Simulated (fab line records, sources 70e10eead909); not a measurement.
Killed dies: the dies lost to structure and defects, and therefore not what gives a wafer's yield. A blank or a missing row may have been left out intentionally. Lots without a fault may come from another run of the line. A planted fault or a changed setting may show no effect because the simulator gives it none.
Matching of chambers -- flow nand_harc -- NHARC_A_CHANNEL_HOLE_D1_ETCH_44 on rie_diel-10: 4 sister chambers
The step etches the open film in CF4/O2, target depth 140 nm, overetch 14 nm, time 77 s. 16 wafers are shown with their chamber, then 8 later ones without.

== WAFERS WITH THEIR CHAMBER ==
wafer,chamber,showerhead_plenum_p_Torr (Torr),rf_vpp_V (V),throttle_valve_pct (%)
L468.2,0,1.29,197.1,13.397
L468.3,2,1.27,196.1,13.392
L468.4,3,1.26,196.2,13.389
L477.1,0,1.29,197.6,13.409
L477.4,2,1.27,196.2,13.391
L477.6,0,1.29,198.2,13.406
L480.4,0,1.29,197.9,13.401
L480.5,3,1.26,196.8,13.384
L480.6,2,1.27,195.8,13.406
L482.3,3,1.25,195.8,13.392
L482.4,1,1.29,196.3,13.367
L482.5,3,1.26,196.9,13.417
L483.1,1,1.29,197.6,13.394
L483.3,2,1.27,196.9,13.385
L483.5,0,1.29,197.8,13.389
L485.1,3,1.25,196.7,13.417

SIGNATURES (averages over the wafers above)
reading,chamber 0,chamber 1,chamber 2,chamber 3,scatter within a chamber
showerhead_plenum_p_Torr,1.2900,1.2900,1.2700,1.2560,0.00316
rf_vpp_V,197.720,196.950,196.250,196.480,0.503
throttle_valve_pct,13.40040,13.38050,13.39350,13.39980,0.0125
Rule: a wafer's distance from a chamber is the root of the sum, over the readings, of the square of ((its reading less the chamber's mean) divided by the reading's scatter). The wafer belongs to the nearest chamber; if the next one is less than 2 further off, it can't be placed. The scatter: the root of (the sum of the squares of (reading less its chamber's mean) over the shown wafers, divided by (wafers less chambers)).

== WAFERS MISSING THEIR CHAMBER ==
wafer,showerhead_plenum_p_Torr (Torr),rf_vpp_V (V),throttle_valve_pct (%)
L485.3,1.28,196.0,13.402
L485.4,1.29,196.6,13.389
L487.3,1.28,196.0,13.391
L487.5,1.27,195.2,13.381
L487.6,1.29,196.9,13.380
L488.1,1.29,196.7,13.404
L488.3,1.28,196.7,13.397
L488.4,1.27,196.4,13.394

== WHICH CHAMBER EACH ONE RAN IN ==
wafer,from the rows above,in truth
L485.3,can't be placed: 2 or 1 or 0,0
L485.4,can't be placed: 1 or 0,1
L487.3,can't be placed: 2 or 1 or 0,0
L487.5,2,2
L487.6,1,1
L488.1,can't be placed: 1 or 0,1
L488.3,can't be placed: 2 or 1 or 0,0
L488.4,2,2
Correctly placed: 3 of 8. Can't be placed from these rows: 5 (the true chamber is among the candidates in 5). Number placed wrongly: 0.
